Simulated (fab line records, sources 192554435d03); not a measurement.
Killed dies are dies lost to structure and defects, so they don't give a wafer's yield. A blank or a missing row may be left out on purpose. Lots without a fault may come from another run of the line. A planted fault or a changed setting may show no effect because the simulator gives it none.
Split-lot experiment | flow n5_finfet | 7 lots, 21 wafers read, on a route of 1938 steps

THE SPLIT
At N5_BEOL_M1_ILD_DEP_00 (deposits SiOC from DEMS/O2, target thk 79 nm, time 15.3 s), the setting time_s was moved away from the recipe's 15.3 s on 8 of the 21 wafers read, by -4.8% to +12.8%. The other wafers ran this setting at the recipe's value.

The file shows no step between the split and the reading.

THE READING
M1_ILD_THK, in nm, at N5_BEOL_M1_THK_MEAS_01. Fault-free wafers of this fab line usually give 79.5 nm, standard deviation 1.3 nm.

wafer  | tool, chamber at the split | time_s as run, s | against the recipe | M1_ILD_THK, nm | against lot-mates on the recipe
L076.1 | pecvd-02, 1                | 15.3             | recipe             | 75.9           | -
L076.4 | pecvd-02, 0                | 16.72            | +9.3%              | 86.1           | +10.2
L076.6 | pecvd-02, 1                | 16.72            | +9.3%              | 84.3           | +8.4
L074.3 | pecvd-01, 0                | 16.33            | +6.7%              | 86.4           | +5.5
L074.4 | pecvd-01, 2                | 15.3             | recipe             | 80.6           | -
L074.5 | pecvd-01, 0                | 15.3             | recipe             | 81.3           | -
L082.1 | pecvd-01, 1                | 17.26            | +12.8%             | 89.4           | +8.6
L082.3 | pecvd-01, 0                | 15.3             | recipe             | 79.7           | -
L082.6 | pecvd-01, 2                | 15.3             | recipe             | 81.9           | -
L088.2 | pecvd-01, 2                | 15.3             | recipe             | 79.1           | -
L088.4 | pecvd-01, 0                | 15.3             | recipe             | 81.4           | -
L088.6 | pecvd-01, 1                | 15.3             | recipe             | 80.9           | -
L089.1 | pecvd-01, 2                | 15.3             | recipe             | 79.4           | -
L089.2 | pecvd-01, 1                | 15.3             | recipe             | 79.8           | -
L089.6 | pecvd-01, 0                | 15.3             | recipe             | 81.7           | -
L091.2 | pecvd-01, 1                | 15.3             | recipe             | 79.9           | -
L091.4 | pecvd-01, 1                | 14.57            | -4.8%              | 76.7           | -3.2
L091.6 | pecvd-01, 2                | 14.57            | -4.8%              | 75.5           | -4.4
L094.1 | pecvd-02, 1                | 14.69            | -4.0%              | 75.1           | -5.7
L094.2 | pecvd-02, 0                | 14.69            | -4.0%              | 75.1           | -5.7
L094.6 | pecvd-02, 2                | 15.3             | recipe             | 80.8           | -

THE FIT
A straight line over all 21 wafers: M1_ILD_THK changes by +0.742 nm for each +1% of time_s; r = +0.91; the points scatter about the line by 1.6 nm.
The same after taking each lot's own level away (the mean of its wafers on the recipe; 21 wafers): +0.884 nm for each +1%; r = +0.96; scatter 1.3 nm.
On that fit, the largest move of time_s shifts the reading by 11 nm.
The lots' own levels span 75.90 to 80.95 nm, that is 3.9 times the standard deviation above.
So the lot-to-lot level changes the slope: the two fits differ.
Check: with one of the wafers moved furthest among these (+12.8%) left out of the fit, the line predicts +12.6 nm for it against its lot-mates. It came out at +8.6 nm against them.

OTHER SPLITS ON THESE WAFERS
These wafers also went through other splits before the reading. Each is held against what the fit with the lots' levels taken away leaves over:
other split on the same wafers          | wafers away from the commonest value | r with M1_ILD_THK (lot level and that fit taken away)
N5_HKMG_FIN_ETCH_54 bias_w              | 4                                    | +0.13
N5_MOL_CONTACT_COAG_ALD_27 time_s       | 7                                    | -0.07
N5_MOL_CONTACT_COAG_VIA_ETCH_117 bias_w | 10                                   | +0.12
N5_BEOL_M0_SAQP_CUT_ETCH_46 source_w    | 7                                    | +0.23

THE WHOLE CHAIN: every reading that the file lists as answering this split, in the file's order
step                   | what it does                                              | reading                                                                            | change (the file's fit)               | r (the file's)
N5_BEOL_M1_ILD_DEP_00  | deposits SiOC from DEMS/O2, target thk 79 nm, time 15.3 s | SiOC_of_BEOL_M1_ILD_DEP_00.thk_nm (the simulator's own value, which no gauge read) | +0.813 nm for each +1% of the setting | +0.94
N5_BEOL_M1_THK_MEAS_01 |                                                           | M1_ILD_THK                                                                         | +0.82 for each +1% of the setting     | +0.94

THE FILE'S OWN FIT
M1_ILD_THK changes by +0.82 nm for each +1% of time_s, r = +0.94.
